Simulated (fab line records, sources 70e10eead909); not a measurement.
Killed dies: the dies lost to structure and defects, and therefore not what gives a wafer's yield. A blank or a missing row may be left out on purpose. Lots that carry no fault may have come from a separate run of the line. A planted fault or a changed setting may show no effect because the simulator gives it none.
Matching of chambers / flow nand harc / NHARC_P_ZERO_WELL_ETCH_65 on rie diel-07: 4 sister chambers
The step etches the open film in N2/H2, target depth 80 nm, overetch 24 nm, time 87.88 s. 22 wafers are shown with their chamber, then 11 later ones without.

== WAFERS WITH THEIR CHAMBER ==
wafer=L075.2; chamber=0; drypump motor current A (A)=5.62; rf vpp V (V)=430.9; n2 flow sccm (sccm)=150.2
wafer=L075.4; chamber=0; drypump motor current A (A)=5.64; rf vpp V (V)=430.9; n2 flow sccm (sccm)=150.2
wafer=L075.5; chamber=1; drypump motor current A (A)=6.01; rf vpp V (V)=428.5; n2 flow sccm (sccm)=149.8
wafer=L077.2; chamber=0; drypump motor current A (A)=5.63; rf vpp V (V)=430.7; n2 flow sccm (sccm)=151.0
wafer=L077.4; chamber=3; drypump motor current A (A)=6.28; rf vpp V (V)=426.6; n2 flow sccm (sccm)=149.8
wafer=L077.6; chamber=0; drypump motor current A (A)=5.62; rf vpp V (V)=430.6; n2 flow sccm (sccm)=151.1
wafer=L078.1; chamber=0; drypump motor current A (A)=5.65; rf vpp V (V)=430.6; n2 flow sccm (sccm)=149.9
wafer=L078.2; chamber=3; drypump motor current A (A)=6.29; rf vpp V (V)=426.9; n2 flow sccm (sccm)=150.0
wafer=L078.4; chamber=1; drypump motor current A (A)=5.99; rf vpp V (V)=428.5; n2 flow sccm (sccm)=150.0
wafer=L082.1; chamber=3; drypump motor current A (A)=6.28; rf vpp V (V)=426.3; n2 flow sccm (sccm)=149.7
wafer=L082.3; chamber=0; drypump motor current A (A)=5.65; rf vpp V (V)=429.8; n2 flow sccm (sccm)=150.6
wafer=L082.4; chamber=1; drypump motor current A (A)=5.97; rf vpp V (V)=428.6; n2 flow sccm (sccm)=149.2
wafer=L084.1; chamber=0; drypump motor current A (A)=5.65; rf vpp V (V)=432.2; n2 flow sccm (sccm)=149.8
wafer=L084.2; chamber=3; drypump motor current A (A)=6.29; rf vpp V (V)=425.8; n2 flow sccm (sccm)=150.2
wafer=L084.6; chamber=1; drypump motor current A (A)=6.04; rf vpp V (V)=427.9; n2 flow sccm (sccm)=150.0
wafer=L085.1; chamber=1; drypump motor current A (A)=5.95; rf vpp V (V)=428.7; n2 flow sccm (sccm)=149.7
wafer=L085.5; chamber=1; drypump motor current A (A)=5.93; rf vpp V (V)=428.7; n2 flow sccm (sccm)=150.4
wafer=L085.6; chamber=3; drypump motor current A (A)=6.29; rf vpp V (V)=426.8; n2 flow sccm (sccm)=150.1
wafer=L088.1; chamber=3; drypump motor current A (A)=6.28; rf vpp V (V)=427.1; n2 flow sccm (sccm)=150.0
wafer=L088.3; chamber=2; drypump motor current A (A)=6.05; rf vpp V (V)=431.4; n2 flow sccm (sccm)=151.0
wafer=L088.4; chamber=0; drypump motor current A (A)=5.63; rf vpp V (V)=430.9; n2 flow sccm (sccm)=149.4
wafer=L089.2; chamber=0; drypump motor current A (A)=5.61; rf vpp V (V)=429.9; n2 flow sccm (sccm)=150.6

SIGNATURES, as means of the wafers listed above
reading=drypump motor current A; chamber 0=5.6333; chamber 1=5.9817; chamber 2=6.0500; chamber 3=6.2850; scatter within a chamber=0.0236
reading=rf vpp V; chamber 0=430.722; chamber 1=428.483; chamber 2=431.400; chamber 3=426.583; scatter within a chamber=0.547
reading=n2 flow sccm; chamber 0=150.311; chamber 1=149.850; chamber 2=151.000; chamber 3=149.967; scatter within a chamber=0.442
Rule: for a wafer and a chamber, the distance is found by dividing, reading by reading, the gap between the wafer's reading and the chamber's mean by the reading's scatter, squaring, summing and taking the root. If the next closest chamber is less than 2 further off than the closest, the wafer can't be placed; otherwise it belongs to the closest. How the scatter is found: for the shown wafers, subtract from each reading the mean of its chamber, square and add these, divide the total by (wafers less chambers), then take the root.

== WAFERS WITH NO CHAMBER GIVEN ==
wafer=L089.4; drypump motor current A (A)=5.63; rf vpp V (V)=431.2; n2 flow sccm (sccm)=149.8
wafer=L089.6; drypump motor current A (A)=6.08; rf vpp V (V)=431.5; n2 flow sccm (sccm)=149.8
wafer=L091.1; drypump motor current A (A)=6.33; rf vpp V (V)=425.6; n2 flow sccm (sccm)=150.3
wafer=L091.3; drypump motor current A (A)=6.28; rf vpp V (V)=427.8; n2 flow sccm (sccm)=150.6
wafer=L091.5; drypump motor current A (A)=6.29; rf vpp V (V)=427.7; n2 flow sccm (sccm)=150.5
wafer=L093.2; drypump motor current A (A)=5.63; rf vpp V (V)=429.9; n2 flow sccm (sccm)=150.5
wafer=L093.3; drypump motor current A (A)=6.02; rf vpp V (V)=431.5; n2 flow sccm (sccm)=149.3
wafer=L093.5; drypump motor current A (A)=5.63; rf vpp V (V)=430.3; n2 flow sccm (sccm)=150.1
wafer=L097.2; drypump motor current A (A)=6.29; rf vpp V (V)=426.6; n2 flow sccm (sccm)=149.3
wafer=L097.4; drypump motor current A (A)=5.62; rf vpp V (V)=429.3; n2 flow sccm (sccm)=150.2
wafer=L097.5; drypump motor current A (A)=6.06; rf vpp V (V)=429.9; n2 flow sccm (sccm)=149.9

== CHAMBER TAKEN BY EACH ==
wafer=L089.4; from the rows above=0; in truth=0
wafer=L089.6; from the rows above=2; in truth=2
wafer=L091.1; from the rows above=3; in truth=3
wafer=L091.3; from the rows above=3; in truth=3
wafer=L091.5; from the rows above=3; in truth=3
wafer=L093.2; from the rows above=0; in truth=0
wafer=L093.3; from the rows above=can't be placed: 2 or 1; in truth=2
wafer=L093.5; from the rows above=0; in truth=0
wafer=L097.2; from the rows above=3; in truth=3
wafer=L097.4; from the rows above=0; in truth=0
wafer=L097.5; from the rows above=can't be placed: 2 or 1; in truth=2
Placed correctly: 9 of 11. Unplaceable from these rows: 2, with the true chamber sitting among the candidates in 2. Wrongly placed: 0.
